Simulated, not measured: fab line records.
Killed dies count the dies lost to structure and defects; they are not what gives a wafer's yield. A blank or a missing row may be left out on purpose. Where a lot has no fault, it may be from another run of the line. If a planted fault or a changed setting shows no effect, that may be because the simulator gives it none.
Commonality check across tools    flow nand-harc    12 lots, 36 wafers sampled

== REASON IT WAS OPENED ==
Flagged at NHARC_A_ONON_D1_THK_MEAS_27: reading thk-nm, on 2 of 12 lots. Fault-free wafers read 998 nm, with a standard deviation of 9.1.
Rule: flag the lot when none of its wafers has a number, or when each of its wafers that has one lies beyond 4 standard deviations from that mean. The other lots count as sound.

lot   measured      on             thk-nm (nm), wafer by wafer  flag
L123  day 8 11:53   film-metro-02  1011 1012 1011               
L125  day 8 23:58   film-metro-02  1002 1003 1004               
L131  day 11 19:17  film-metro-02  628 631 628                  FLAGGED
L135  day 12 23:22  film-metro-02  1016 1017 1016               
L134  day 12 23:22  film-metro-01  636 633 633                  FLAGGED
L138  day 14 15:24  film-metro-02  1008 1007 1008               
L140  day 15 16:43  film-metro-01  989 990 992                  
L141  day 15 16:45  film-metro-02  991 990 989                  
L142  day 15 23:28  film-metro-01  1004 1005 1004               
L144  day 16 21:44  film-metro-01  1003 1004 1004               
L145  day 17 10:52  film-metro-01  1004 1008 1007               
L146  day 17 15:14  film-metro-02  1006 1003 1003               
Average over the flagged lots: 632 nm; offset from the usual -366 nm, equal to -40 standard deviations.

== TOOL THAT RAN EACH LOT ==
3 process steps preceding the reading are held in the record, out of 1302 steps in the route. Each cell gives the tool, then ch followed by the chambers the sampled wafers passed through, then the start.
lot   flag     NHARC_P_BONDPAD_ETCH_37             NHARC_P_BONDPAD_ANNEAL_28         NHARC_A_ONON_D1_DEP_25
L123           rie-diel-04 ch 1,2,3, day 6 17:23   rtp-anneal-02 ch 0, day 6 19:04   pecvd-onon-02 ch 0, day 8 11:26
L125           rie-diel-04 ch 1,2, day 7 07:57     rtp-anneal-01 ch 0, day 7 09:34   pecvd-onon-03 ch 0, day 8 23:28
L131  FLAGGED  rie-diel-05 ch 0,1,2, day 10 02:53  rtp-anneal-01 ch 0, day 10 04:30  pecvd-onon-02 ch 0, day 11 18:47
L135           rie-diel-04 ch 0,2,3, day 11 09:35  rtp-anneal-02 ch 0, day 11 11:46  pecvd-onon-04 ch 0, day 12 22:52
L134  FLAGGED  rie-diel-04 ch 1,2,3, day 11 10:14  rtp-anneal-01 ch 0, day 11 12:05  pecvd-onon-02 ch 0, day 12 22:52
L138           rie-diel-04 ch 0,2,3, day 13 01:00  rtp-anneal-02 ch 0, day 13 02:49  pecvd-onon-04 ch 0, day 14 14:53
L140           rie-diel-04 ch 1,3, day 13 23:31    rtp-anneal-02 ch 0, day 14 01:11  pecvd-onon-03 ch 0, day 15 16:12
L141           rie-diel-04 ch 0,3, day 14 03:17    rtp-anneal-02 ch 0, day 14 04:58  pecvd-onon-02 ch 0, day 15 16:14
L142           rie-diel-05 ch 1,2,3, day 14 09:56  rtp-anneal-02 ch 0, day 14 11:32  pecvd-onon-04 ch 0, day 15 22:58
L144           rie-diel-04 ch 0,1,3, day 15 07:22  rtp-anneal-01 ch 0, day 15 08:58  pecvd-onon-03 ch 0, day 16 21:14
L145           rie-diel-05 ch 0,1,3, day 15 19:26  rtp-anneal-01 ch 0, day 15 21:04  pecvd-onon-02 ch 0, day 17 10:22
L146           rie-diel-06 ch 0,1,3, day 16 01:05  rtp-anneal-02 ch 0, day 16 02:48  pecvd-onon-02 ch 0, day 17 14:43
What these steps do:
- NHARC_P_BONDPAD_ETCH_37: etches the open film in N2/H2, target depth 60 nm, overetch 18 nm, time 65.91 s.
- NHARC_P_BONDPAD_ANNEAL_28: time 90 s.
- NHARC_A_ONON_D1_DEP_25: target thk 1000 nm.
- NHARC_A_ONON_D1_THK_MEAS_27: measures by ellipsometry.

== FLAGGED OVER TOTAL, TOOL BY TOOL (the gauges that took the reading come last) ==
step                         tool           lots run  flagged  share of the flagged lots  sound lots run after its first flagged lot
NHARC_P_BONDPAD_ETCH_37      rie-diel-04    8         1        some                       4 (L138,L140,L141,L144)
NHARC_P_BONDPAD_ETCH_37      rie-diel-05    3         1        some                       2 (L142,L145)
NHARC_P_BONDPAD_ETCH_37      rie-diel-06    1         0        none                       -
NHARC_P_BONDPAD_ANNEAL_28    rtp-anneal-01  5         2        all                        2 (L144,L145)
NHARC_P_BONDPAD_ANNEAL_28    rtp-anneal-02  7         0        none                       -
NHARC_A_ONON_D1_DEP_25       pecvd-onon-02  6         2        all                        3 (L141,L145,L146)
NHARC_A_ONON_D1_DEP_25       pecvd-onon-03  3         0        none                       -
NHARC_A_ONON_D1_DEP_25       pecvd-onon-04  3         0        none                       -
NHARC_A_ONON_D1_THK_MEAS_27  film-metro-01  5         1        some                       4 (L140,L142,L144,L145)
NHARC_A_ONON_D1_THK_MEAS_27  film-metro-02  7         1        some                       4 (L135,L138,L141,L146)

== WHAT THE TABLE ALLOWS ==
Table rows that saw every flagged lot: 2, namely rtp-anneal-01 at NHARC_P_BONDPAD_ANNEAL_28 and pecvd-onon-02 at NHARC_A_ONON_D1_DEP_25.
- rtp-anneal-01 at NHARC_P_BONDPAD_ANNEAL_28: 2 of its 5 lots flagged. Lots that were sound ran on it after the first flagged one (L144, L145); a persistent fault on the entire tool would not allow that.
- pecvd-onon-02 at NHARC_A_ONON_D1_DEP_25: 2 of its 6 lots flagged. Lots that were sound ran on it after the first flagged one (L141, L145, L146); a persistent fault on the entire tool would not allow that.
Every row of the table either missed a flagged lot or ran a sound lot after the first.

== WHAT THE SIMULATOR HAD INSERTED ==
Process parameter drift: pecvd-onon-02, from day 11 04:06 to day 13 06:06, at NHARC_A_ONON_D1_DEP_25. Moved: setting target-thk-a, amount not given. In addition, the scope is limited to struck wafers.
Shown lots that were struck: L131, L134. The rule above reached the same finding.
